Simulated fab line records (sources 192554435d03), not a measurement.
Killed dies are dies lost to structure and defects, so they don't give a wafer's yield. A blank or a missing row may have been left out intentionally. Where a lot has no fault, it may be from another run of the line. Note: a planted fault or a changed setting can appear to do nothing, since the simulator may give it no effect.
fab line records -- flow n5Finfet
record lots=6, wafers=14, lastDay=20
route steps=1938 shown BEOL_M12@1641 PASSIVATION@1936
lots untouched by any fault: they come from a run of this same line in which no faults occurred
startH: hours from the record's opening day to when the first of the lot's shown wafers began -- waitH: hours from the lot's prior step to this one -- " repeats the value in the row above -- L1.1+2: several wafers, shown together as one row -- - no value, or no start given -- * or withheld: withheld -- < > ~ a bound
route shown NAME@n: a module of which the file shows steps, and the number in the route of the first -- usual: the fault-free wafers' mean and standard deviation -- same: alike in all rows -- chamber/n: place in a boat -- sites: per-site readings -- _std_site: the standard deviation of these -- _edge_site: inner sites' mean taken away from outer sites' mean -- radiusMm: for every site, how far away it sits from the centre of the wafer -- mask NAME#n: copy n -- behind: the most recent tool/chamber to have shaped the wafer -- hold: reason for holding the lot/hours on hold/outcome of the hold -- device: the transistor (n, p or np) that didn't switch -- end of line: tests run on the same wafers once the route is complete -- a step given without rows: its recipe and nothing more -- killed: not the wafer's yield, but the dies lost to structure and defects at the first sort -- map: a wafer's dies, x killed, . not, _ none there
set.NAME: setting as actually run; set.NAME@STEP: the setting as run at that earlier step -- model.NAME: the simulator's own value behind a step, which no gauge read
lots seen at some steps along the route; tables by step, rows by wafer
services: a tool's chamber out of use, with start hour (startH, from the record's first day; less than 0 if before it), hours out, and reason
## steps
# step N5_BEOL_M12_OCD_MEAS_35
# usual trenchDepthNm=317/6.8
lot.wafer,tool,chamber,startH,waitH,trenchDepthNm
L169.1,ocd-01,-,357.17,0.0,315
L169.3,ocd-01,-,357.17,0.0,315
L169.6,ocd-01,-,357.17,0.0,314
L172.1,ocd-02,-,397.13,0.0,315
L172.4,ocd-02,-,397.13,0.0,317
L172.5,ocd-02,-,397.13,0.0,318
L178.3,ocd-02,-,421.55,0.0,318
L176.3,ocd-01,-,428.41,0.0,306
L177.1,ocd-02,-,428.96,0.0,309
L177.3,ocd-02,-,428.96,0.0,322
L177.4,ocd-02,-,428.96,0.0,326
L185.3,ocd-01,-,437.80,0.0,312
L185.4,ocd-01,-,437.80,0.0,322
L185.6,ocd-01,-,437.80,0.0,328
# step N5_BEOL_M12_STRIP_37
# recipe chemistry=N2/H2, powerW=1000, tempC=250, h2Frac=0.65, overashFraction=0.3, pressureMtorr=withheld, n2FlowSccm=1750, h2FlowSccm=3250
# usual drypumpMotorCurrentA=6.2/0.34, heaterPowerW=305/15, oesProductAu=0.790/0.0089
lot.wafer,tool,chamber,startH,waitH,drypumpMotorCurrentA,heaterPowerW,oesProductAu,rfHoursCounterH
L169.1,plasmaAsher-02,0,357.20,0.0,5.9,293,0.794,88
L169.3,plasmaAsher-02,0,357.20,0.0,5.9,286,0.793,-
L169.6,plasmaAsher-02,0,357.20,0.0,5.9,291,0.784,-
L172.1,plasmaAsher-01,0,397.17,0.0,6.6,305,0.786,154
L172.4,plasmaAsher-01,1,397.17,0.0,5.8,327,0.789,-
L172.5,plasmaAsher-01,0,397.17,0.0,6.6,311,0.798,-
L178.3,plasmaAsher-01,0,421.60,0.1,6.6,309,0.786,-
L176.3,plasmaAsher-01,0,428.47,0.1,6.6,311,0.783,-
L177.1,plasmaAsher-01,0,429.00,0.0,6.6,300,0.804,160
L177.3,plasmaAsher-01,0,429.00,0.0,6.6,307,0.779,-
L177.4,plasmaAsher-01,1,429.00,0.0,5.8,317,0.791,-
L185.3,plasmaAsher-01,1,437.86,0.1,5.8,325,0.797,-
L185.4,plasmaAsher-01,0,437.86,0.1,6.6,298,0.810,-
L185.6,plasmaAsher-01,1,437.86,0.1,5.8,331,0.781,-
# step N5_BEOL_M12_ETCH_38
# recipe chemistry=CF4/N2, target=SiCN, targetDepthA=687, taperDeg=2, timeS=73.4, ionEnergyEv=150, maskMaterial=SiO2, pressureMtorr=40, sourceW=430, biasW=70, Ar_flow_sccm=100, cf4FlowSccm=60, n2FlowSccm=60
# step N5_BEOL_M12_PRECLEAN_39
# recipe chemistry=residueRemover, timeS=60, tempC=40
# step N5_BEOL_M12_SRD_40
# recipe timeS=30, tempC=23, rinseLiquid=diw, dry=n2Spin, spinRpm=1500, dryTimeS=30
# step N5_BEOL_M12_DEGAS_41
# recipe ambient=vacuum, tempC=250, timeS=60
# step N5_BEOL_M12_PRE_CLEAN_42
# recipe gas=H2/He, timeS=30, tempC=250
# step N5_BEOL_M12_SPUTTER_43
# recipe material=TaN, targetThkA=150, tempC=50, biasV=168.6, powerW=15000, chamberPressurePa=0.12, timeS=24.19
# usual throttleValvePct=30.0/0.79
lot.wafer,tool,chamber,startH,waitH,throttleValvePct
L169.1,pvdSputter-01,-,357.85,0.0,29.3
L169.3,pvdSputter-01,-,357.85,0.0,31.3
L169.6,pvdSputter-01,-,357.85,0.0,29.6
L172.1,pvdSputter-03,-,401.16,0.0,28.8
L172.4,pvdSputter-03,-,401.16,0.0,31.0
L172.5,pvdSputter-03,-,401.16,0.0,28.8
L178.3,pvdSputter-01,-,426.03,0.0,29.7
L176.3,pvdSputter-02,-,429.01,0.0,29.2
L177.1,pvdSputter-02,-,429.37,0.0,29.6
L177.3,pvdSputter-02,-,429.37,0.0,30.8
L177.4,pvdSputter-02,-,429.37,0.0,29.6
L185.3,pvdSputter-03,-,444.90,0.0,29.3
L185.4,pvdSputter-03,-,444.90,0.0,28.7
L185.6,pvdSputter-03,-,444.90,0.0,30.7
# step N5_BEOL_M12_SPUTTER_44
# recipe material=Ta, targetThkA=100, tempC=50, biasV=80, powerW=15000, chamberPressurePa=0.07, timeS=16.13
# usual throttleValvePct=29.9/0.78
lot.wafer,tool,chamber,startH,waitH,throttleValvePct
L169.1,pvdSputter-01,-,357.93,0.0,29.6
L169.3,pvdSputter-01,-,357.93,0.0,31.1
L169.6,pvdSputter-01,-,357.93,0.0,29.6
L172.1,pvdSputter-03,-,401.24,0.0,28.5
L172.4,pvdSputter-03,-,401.24,0.0,31.0
L172.5,pvdSputter-03,-,401.24,0.0,29.0
L178.3,pvdSputter-01,-,426.11,0.0,29.6
L176.3,pvdSputter-02,-,429.09,0.0,29.4
L177.1,pvdSputter-02,-,429.45,0.0,29.6
L177.3,pvdSputter-02,-,429.45,0.0,30.3
L177.4,pvdSputter-02,-,429.45,0.0,29.8
L185.3,pvdSputter-03,-,444.98,0.0,29.5
L185.4,pvdSputter-03,-,444.98,0.0,28.9
L185.6,pvdSputter-03,-,444.98,0.0,30.5
# step N5_BEOL_M12_SPUTTER_45
# recipe material=Cu, targetThkA=800, tempC=-20, biasV=60, powerW=26000, chamberPressurePa=0.13, timeS=13.33
# usual chuckSensorTempC=-16.1/0.48, throttleValvePct=29.9/0.77
lot.wafer,tool,chamber,startH,waitH,chuckSensorTempC,throttleValvePct
L169.1,pvdSputter-01,-,358.01,0.0,-15.5,29.4
L169.3,pvdSputter-01,-,358.01,0.0,-15.8,31.2
L169.6,pvdSputter-01,-,358.01,0.0,-15.6,29.7
L172.1,pvdSputter-03,-,401.32,0.0,-16.7,28.9
L172.4,pvdSputter-03,-,401.32,0.0,-16.9,31.0
L172.5,pvdSputter-03,-,401.32,0.0,-16.8,28.6
L178.3,pvdSputter-01,-,426.19,0.0,-15.9,29.5
L176.3,pvdSputter-02,-,429.17,0.0,-16.3,29.4
L177.1,pvdSputter-02,-,429.53,0.0,-16.3,29.5
L177.3,pvdSputter-02,-,429.53,0.0,-15.5,30.5
L177.4,pvdSputter-02,-,429.53,0.0,-15.7,29.7
L185.3,pvdSputter-03,-,445.06,0.0,-16.3,29.6
L185.4,pvdSputter-03,-,445.06,0.0,-16.7,28.8
L185.6,pvdSputter-03,-,445.06,0.0,-15.6,30.2
# step N5_BEOL_M12_ECD_47
# recipe material=Cu, targetThkA=7200
# step N5_BEOL_M12_ANNEAL_48
# recipe tempC=225, timeS=90, ambient=N2
# usual wafer_temp_C_max=226.09/0.28
lot.wafer,tool,chamber,startH,waitH,wafer_temp_C_max
L169.1,rtpAnneal-02,0,358.43,0.3,225.78
L169.3,rtpAnneal-02,0,358.43,0.3,225.64
L169.6,rtpAnneal-02,0,358.43,0.3,226.15
L172.1,rtpAnneal-02,0,401.58,0.1,226.20
L172.4,rtpAnneal-02,0,401.58,0.1,225.75
L172.5,rtpAnneal-02,0,401.58,0.1,225.89
L178.3,rtpAnneal-01,0,426.72,0.3,226.00
L176.3,rtpAnneal-02,0,430.22,0.8,225.77
L177.1,rtpAnneal-01,0,430.57,0.9,226.15
L177.3,rtpAnneal-01,0,430.57,0.9,226.18
L177.4,rtpAnneal-01,0,430.57,0.9,226.27
L185.3,rtpAnneal-02,0,445.88,0.6,226.12
L185.4,rtpAnneal-02,0,445.88,0.6,225.71
L185.6,rtpAnneal-02,0,445.88,0.6,226.05
# step N5_BEOL_M12_CMP_49
# recipe stopOn=SiOC, tOverpolishS=20.6, downForcePsi=1, platenRpm=50, clearingPlatenDownForcePsi=1.5, clearingPlatenRpm=50, postCmpClean=cuAlkaline, targetThkNm=320, clearingPlatenPadVelocityMS=0.99484, padVelocityMS=0.99484
# usual barrierFieldEndpointS=30.2/0.76, clearingPlatenRpm=49.998/0.028, headPressurePsi=1.0001/0.0024, motorCurrentA=6.1/0.53, overpolishRunS=20.602/0.0089, padLifeWafers=1144/530, slurryFilterDpKPa=13.50/0.13
lot.wafer,tool,chamber,startH,waitH,barrierFieldEndpointS,clearingPlatenRpm,headPressurePsi,motorCurrentA,overpolishRunS,padLifeWafers,slurryFilterDpKPa
L169.1,cmp-02,3,358.83,0.4,29.6,50.003,0.9975,6.9,20.592,1154,13.60
L169.3,cmp-02,0,358.83,0.4,29.7,49.995,1.0008,6.3,20.582,1155,13.57
L169.6,cmp-02,1,358.83,0.4,29.5,49.995,0.9994,6.4,20.595,-,13.41
L172.1,cmp-01,3,401.88,0.3,31.0,49.997,1.0002,5.3,20.590,1248,13.55
L172.4,cmp-01,2,401.88,0.3,29.0,50.035,1.0001,5.8,20.594,1251,13.44
L172.5,cmp-01,3,401.88,0.3,30.4,50.030,1.0016,5.6,20.597,-,13.55
L178.3,cmp-01,0,426.93,0.2,34.2,50.000,0.8904,6.7,20.614,1446,13.36
L176.3,cmp-01,0,430.51,0.3,34.5,49.971,0.8876,6.7,20.619,1484,13.53
L177.1,cmp-04,0,430.89,0.3,29.5,49.999,0.9983,5.7,20.593,330,13.47
L177.4,cmp-04,2,430.89,0.3,30.6,49.987,1.0023,5.9,20.593,332,13.56
L177.3,cmp-04,3,430.89,0.3,28.7,50.012,0.9962,6.7,20.597,333,13.26
L185.3,cmp-04,1,446.13,0.2,31.0,50.020,1.0008,5.9,20.598,451,13.51
L185.4,cmp-04,3,446.13,0.2,30.2,50.017,0.9994,6.4,20.589,453,13.59
L185.6,cmp-04,1,446.13,0.2,31.1,49.995,1.0027,6.0,20.600,-,13.63
# step N5_PASSIVATION_PROBE_49
# usual defectLimitedYield=90.9/1.6, killed_at_M0_to_M3=37/11, killed_at_M4_up=15/5.6, killedAtContacts=13/6.4, killedAtFrontEnd=39/11, killedAtOther=4/3.1, killedDies=107/19, killedOpen=71/14, killedShort=34/7.8, sort_bin_5_function=5.3/1, sort_bin_6_memory=3.4/0.72, sort_bin_8_speed=0.0/0.42, sortNPass=1072/20, sortYieldPct=90.9/1.7
# same grossDies=1180, killedAtBackSide=0, sort_bin_4_leakage[%]=0
lot.wafer,tool,chamber,startH,waitH,defectLimitedYield[%],killed_at_M0_to_M3,killed_at_M4_up,killedAtContacts,killedAtFrontEnd,killedAtOther,killedDies,killedOpen,killedShort,sort_bin_5_function[%],sort_bin_6_memory[%],sort_bin_8_speed[%],sortNPass,sortYieldPct[%]
L169.1,prober-02,-,395.28,0.0,92.3,23,18,27,21,2,91,64,25,4.3,3.0,0,1089,92.3
L169.3,prober-02,-,395.38,0.1,93.8,26,14,4,27,2,73,47,23,3.1,3.0,0,1107,93.8
L169.6,prober-02,-,395.53,0.3,92.5,34,15,21,14,4,88,64,21,4.6,2.7,0,1092,92.5
L172.1,prober-02,-,434.91,0.0,89.9,38,15,15,49,2,119,79,40,6.3,3.6,0,1061,89.9
L172.4,prober-02,-,435.06,0.2,92.5,30,19,20,20,0,89,59,27,3.8,3.5,0,1091,92.5
L172.5,prober-02,-,435.11,0.2,92.3,28,15,15,32,1,91,64,24,4.0,3.6,0.3,1086,92.0
L178.3,prober-02,-,467.70,0.1,92.7,34,3,10,38,1,86,53,33,4.3,2.5,0,1094,92.7
L176.3,prober-01,-,468.03,0.1,92.8,35,1,19,24,6,85,58,27,4.2,2.5,0,1095,92.8
L177.1,prober-02,-,469.02,0.0,91.7,27,13,8,50,0,98,70,26,4.9,3.4,0,1082,91.7
L177.3,prober-02,-,469.12,0.1,90.3,37,15,7,48,8,115,79,33,6.3,3.2,0,1065,90.3
L177.4,prober-02,-,469.17,0.2,89.5,32,17,9,61,5,124,91,31,6.5,3.6,5.0,997,84.5
# killed by level:class
L169.1 MOL_CONTACT_COAG:geometricParticle:open=24 BEOL_M4:geometricParticle:open=10 FIN_SAQP:geometricParticle:open=7 BEOL_M0_SAQP:geometricParticle:short=6 BEOL_M0_SAQP:geometricParticle:open=4 STI_FIN_REVEAL:geometricParticle:open=3 MOL_CONTACT_COAG:geometricParticle:short=3 BEOL_M1:geometricParticle:open=3
L169.3 FIN_SAQP:geometricParticle:open=6 STI_FIN_REVEAL:geometricParticle:open=5 BEOL_M0_SAQP:geometricParticle:short=5 BEOL_M4:geometricParticle:open=5 BEOL_M0:geometricParticle:open=4 FIN_SAQP:geometricParticle:short=3 MOL_CONTACT_COAG:geometricParticle:open=3 BEOL_M1:geometricParticle:open=3
L169.6 MOL_CONTACT_COAG:geometricParticle:open=17 BEOL_M4:geometricParticle:open=10 BEOL_M1:geometricParticle:open=7 BEOL_M0_SAQP:geometricParticle:short=7 STI_FIN_REVEAL:geometricParticle:open=4 MOL_CONTACT_COAG:geometricParticle:short=4 BEOL_M0_SAQP:geometricParticle:open=4 FIN_SAQP:geometricParticle:open=3
L172.1 BEOL_M2:geometricParticle:open=14 STI_FIN_REVEAL:geometricParticle:open=13 MOL_CONTACT_COAG:geometricParticle:open=11 FIN_SAQP:geometricParticle:short=9 FIN_SAQP:geometricParticle:open=8 BEOL_M3:geometricParticle:open=7 MOL_CONTACT_COAG:geometricParticle:short=4 BEOL_M0_SAQP:geometricParticle:short=4
L172.4 BEOL_M4:geometricParticle:open=14 MOL_CONTACT_COAG:geometricParticle:open=10 MOL_CONTACT_COAG:geometricParticle:short=9 BEOL_M1:geometricParticle:open=6 BEOL_M2:geometricParticle:open=6 STI_FIN_REVEAL:geometricParticle:open=5 BEOL_M0_SAQP:geometricParticle:open=5 BEOL_M3:geometricParticle:open=4
L172.5 MOL_CONTACT_COAG:geometricParticle:open=12 FIN_SAQP:geometricParticle:short=8 BEOL_M3:geometricParticle:open=8 BEOL_M2:geometricParticle:open=6 BEOL_M4:geometricParticle:open=5 FIN_SAQP:geometricParticle:open=4 STI_FIN_REVEAL:geometricParticle:open=4 BEOL_M0_SAQP:geometricParticle:open=4
L178.3 FIN_SAQP:geometricParticle:short=9 MOL_CONTACT_COAG:geometricParticle:open=9 FIN_SAQP:geometricParticle:open=6 DUMMY_GATE:geometricParticle:open=6 BEOL_M1:geometricParticle:short=6 BEOL_M0_SAQP:geometricParticle:open=5 BEOL_M0:geometricParticle:open=5 BEOL_M2:geometricParticle:open=5
L176.3 MOL_CONTACT_COAG:geometricParticle:open=14 BEOL_M0_SAQP:geometricParticle:open=10 STI_FIN_REVEAL:geometricParticle:open=8 BEOL_M1:geometricParticle:open=8 BEOL_M2:geometricParticle:open=8 BEOL_M0_SAQP:geometricParticle:short=6 MOL_CONTACT_COAG:geometricParticle:short=5 GATE_CUT:geometricParticle:short=4
L177.1 STI_FIN_REVEAL:geometricParticle:open=13 FIN_SAQP:geometricParticle:short=9 BEOL_M3:geometricParticle:open=9 BEOL_M4:geometricParticle:open=8 DUMMY_GATE:geometricParticle:open=7 MOL_CONTACT_COAG:geometricParticle:open=7 FIN_SAQP:geometricParticle:open=6 BEOL_M1:geometricParticle:open=6
L177.3 BEOL_M3:geometricParticle:open=14 STI_FIN_REVEAL:geometricParticle:open=12 FIN_SAQP:geometricParticle:open=9 FIN_SAQP:geometricParticle:short=8 BEOL_M4:geometricParticle:open=8 BEOL_M2:geometricParticle:open=6 BEOL_M1:geometricParticle:open=5 BEOL_M3:geometricParticle:short=5
L177.4 STI_FIN_REVEAL:geometricParticle:open=18 BEOL_M4:geometricParticle:open=9 DUMMY_GATE:geometricParticle:open=9 BEOL_M1:geometricParticle:open=9 FIN_SAQP:geometricParticle:open=7 GATE_CUT:geometricParticle:open=6 MOL_CONTACT_COAG:geometricParticle:open=6 BEOL_M3:geometricParticle:open=5
## services
tool,chamber,startH,hours,kind
cmp-04,-,381.92,4.0,pm
cmp-04,-,385.92,-,consumableReplace:conditioner
cmp-04,-,385.92,-,consumableReplace:pad
cmp-02,-,387.25,5.8,pm
cmp-04,-,396.87,3.4,repair
cmp-02,-,418.69,0.5,repair
cmp-01,-,436.24,3.6,repair
## key
firstSign step=N5_BEOL_M12_CMP_49, reading=headPressurePsi, direction=down, sigmas=46, usual=1.0001, struck=0.8890
effect step=N5_BEOL_M12_CMP_49, reading=barrierFieldEndpointS, direction=up, sigmas=5.5, usual=30.2, struck=34.4
metAt N5_BEOL_M12_CMP_49
struckWafers L176.3,L178.3
earlierFault kind=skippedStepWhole, tool=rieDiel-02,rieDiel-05, chamber=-, onsetH=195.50, steps=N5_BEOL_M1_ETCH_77, scope=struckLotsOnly
earlierFault kind=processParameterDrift, tool=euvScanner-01, chamber=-, onsetH=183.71, steps=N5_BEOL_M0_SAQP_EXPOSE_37, channel=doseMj, offset=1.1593, shape=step, actsIn=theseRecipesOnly, stated=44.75
fault kind=processParameterDrift, tool=cmp-01, chamber=0, onsetH=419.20, steps=N5_BEOL_M12_CMP_49, channel=downForcePsi, offset=-0.11116, shape=step, actsIn=theseRecipesOnly, stated=1
